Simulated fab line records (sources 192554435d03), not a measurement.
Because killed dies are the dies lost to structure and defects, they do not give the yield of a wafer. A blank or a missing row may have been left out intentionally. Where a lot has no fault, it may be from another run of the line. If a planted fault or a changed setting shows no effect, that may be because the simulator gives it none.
Matching of chambers -- flow n5 finfet -- 4 sister chambers for N5_HKMG_FIN_STRIP_92 on rie diel-01
The step strips SOC in N2/H2, time 20 s. 4 wafers are shown with their chamber, then 8 later ones without.

== WAFERS, EACH WITH ITS CHAMBER ==
wafer,chamber,showerhead plenum p Torr (Torr)
L076.4,2,3.38
L081.2,1,3.56
L081.4,3,3.21
L087.1,0,3.43

== WAFERS WITHOUT THEIR CHAMBER ==
wafer,showerhead plenum p Torr (Torr)
L087.2,3.37
L087.4,3.20
L088.1,3.42
L088.2,3.37
L088.6,3.37
L089.1,3.42
L089.2,3.20
L089.6,3.42

== WHICH CHAMBER EACH ONE RAN IN ==
wafer,from the rows above,in truth
L087.2,2,2
L087.4,3,3
L088.1,0,0
L088.2,2,2
L088.6,2,2
L089.1,0,0
L089.2,3,3
L089.6,0,0
Correct placement for 8 of the 8. Not placeable from these rows: 0. 0 placed wrongly.
How it was worked out, from the rows above alone: a wafer's distance from a chamber is the root of the sum, over the readings, of the square of ((its reading less the chamber's mean) divided by the reading's scatter). If the next closest chamber is less than 2 further off than the closest, the wafer can't be placed; otherwise it belongs to the closest. A chamber's mean is the mean of its shown wafers. The scatter: root of mean squared gap, hidden wafer to nearest shown wafer, with one shown wafer a chamber.
